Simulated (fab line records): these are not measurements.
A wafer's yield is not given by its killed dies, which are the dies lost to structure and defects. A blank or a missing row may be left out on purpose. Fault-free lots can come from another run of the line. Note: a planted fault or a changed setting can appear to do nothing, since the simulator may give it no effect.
Chamber matching :: flow nand-harc :: NHARC_A_DECK1_JOINT_CMP_02 on cmp-02: 4 sister chambers
The step polishes SiOx. 4 wafers are shown with their chamber, then 6 later ones without.

WAFERS, EACH WITH ITS CHAMBER
wafer: L918.1
chamber: 3
motor-current-A (A): 11.2

wafer: L918.4
chamber: 0
motor-current-A (A): 10.6

wafer: L922.3
chamber: 2
motor-current-A (A): 12.3

wafer: L922.5
chamber: 1
motor-current-A (A): 9.8

WAFERS WHOSE CHAMBER IS MISSING
wafer: L927.2
motor-current-A (A): 11.9

wafer: L927.5
motor-current-A (A): 11.6

wafer: L927.6
motor-current-A (A): 9.3

wafer: L929.2
motor-current-A (A): 10.0

wafer: L929.3
motor-current-A (A): 11.0

wafer: L929.6
motor-current-A (A): 9.8

THE CHAMBER EACH PASSED THROUGH
wafer: L927.2
from the rows above: can't be placed: 2 or 3
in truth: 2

wafer: L927.5
from the rows above: can't be placed: 3 or 2 or 0
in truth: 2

wafer: L927.6
from the rows above: 1
in truth: 1

wafer: L929.2
from the rows above: can't be placed: 1 or 0
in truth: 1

wafer: L929.3
from the rows above: can't be placed: 3 or 0
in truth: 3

wafer: L929.6
from the rows above: 1
in truth: 1
Correctly placed: 2 of 6. Unplaceable from these rows: 4, with the true chamber sitting among the candidates in 4. Placed wrongly: 0.
How it was worked out, from the rows above alone: a wafer's distance from a chamber is the root of the sum, over the readings, of the square of ((its reading less the chamber's mean) divided by the reading's scatter). If the next closest chamber is less than 2 further off than the closest, the wafer can't be placed; otherwise it belongs to the closest. For every chamber, the mean is computed from those of its wafers that are shown. The scatter (one wafer shown for each chamber): square how far every hidden wafer sits from the nearest shown wafer, average those squares and take the square root.
